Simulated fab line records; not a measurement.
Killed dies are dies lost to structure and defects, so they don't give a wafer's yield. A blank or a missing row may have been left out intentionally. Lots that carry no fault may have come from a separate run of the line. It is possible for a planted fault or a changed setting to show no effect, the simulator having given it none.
One fault through the eyes of 3 desks -- flow n5Finfet -- what lay behind the numbers comes last; until then each desk has only its own

== DESK OF THE TOOL OWNER: krfScanner-02 ==
The tool's own readings at N5_MIM_TOP_LITHO_EXPOSE_05 (exposes mask MIM TOP, target cd 2000 nm): means of the sampled wafers that have a number, for each lot that ran on this tool. If a lot's mean is further than 4 standard deviations from the usual mean, the lot is out of limits and carries the mark OUT (the distance appears in the brackets).
Columns: A = exposureDoseMJCm2 at N5_MIM_TOP_LITHO_EXPOSE_05, usual 20.495
lot,first seen here,A
L429,day 14 11:37,20.508
L432,day 14 16:38,20.523
L436,day 15 17:13,19.195 (-62) OUT
L433,day 16 00:41,19.477 (-48) OUT
This desk finds L433, L436 out of limits, L436 being first, at day 15 17:13 (exposureDoseMJCm2 at N5_MIM_TOP_LITHO_EXPOSE_05). Within limits: L429, L432.

== METROLOGY DESK ==
Means of the sampled wafers that have a number, per lot and without regard to the tool the lot ran on: this is what the gauges read. If a lot's mean is further than 4 standard deviations from the usual mean, the lot is out of limits and carries the mark OUT (the distance appears in the brackets).
Columns: A = M15_THK at N5_BEOL_M15_THK_MEAS_50, usual 847 nm; B = cdNm at N5_MIM_TOP_LITHO_CD_MEAS_08, usual 1999.9 nm
lot,first seen here,A,B
L422,day 12 11:34,845,1999.7
L428,day 13 20:27,845,2001.7
L429,day 14 05:16,846,1999.0
L432,day 14 12:52,846,2001.4
L436,day 15 14:28,865,2012.0 (+7.6) OUT
L433,day 15 18:36,835,2009.3 (+5.9) OUT
L438,day 15 19:49,837,2002.3
L439,day 16 02:28,837,1999.9
L440,day 16 14:44,845,2001.4
L441,day 17 07:16,839,2000.4
L443,day 17 21:18,856,1997.8
This desk finds L433, L436 out of limits, L436 being first, at day 15 17:23 (cdNm at N5_MIM_TOP_LITHO_CD_MEAS_08). Within limits: L422, L428, L429, L432, L438, L439, L440, L441, L443.

== THE DEFECT DESK ==
Counts from the inspections along the route, per lot, as means over the sampled wafers that have a number. If a lot's mean is further than 4 standard deviations from the usual mean, the lot is out of limits and carries the mark OUT (the distance appears in the brackets).
Columns: A = rawDefectCount at N5_MIM_TOP_LITHO_INSPECT_12, usual 2.2
lot,first seen here,A
L422,day 12 18:32,2.3
L428,day 14 00:43,2.3
L429,day 14 11:51,2.3
L432,day 14 16:51,2.7
L436,day 15 17:26,3.0
L433,day 16 00:54,2.7
L438,day 16 01:04,2.7
L439,day 16 05:25,2.0
L440,day 16 17:01,4.0
L441,day 17 11:13,2.3
L443,day 18 02:49,1.3
This desk's finding: nothing out of limits on any of the 11 lots.

== ALL TOGETHER ==
At day 15 17:13, on L433, L436, the tool owner's desk was in a position to raise an alarm.
Metrology desk: alarm possible at day 15 17:23 on L433, L436.
Nothing out of limits was seen by the defect desk.
The defect desk has L433, L436 on record, within its limits.
The lots listed all ran N5_MIM_TOP_LITHO_EXPOSE_05 on krfScanner-02.

== WHAT THE SIMULATOR HAD PUT IN ==
Process parameters drifting: krfScanner-02 at N5_MIM_TOP_LITHO_EXPOSE_05, beginning at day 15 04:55. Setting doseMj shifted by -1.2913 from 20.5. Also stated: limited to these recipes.
Struck lots among those shown: L433, L436.
Hours from the fault's start to each desk's first reading out of limits: the tool owner's desk, 12; the metrology desk, 12.
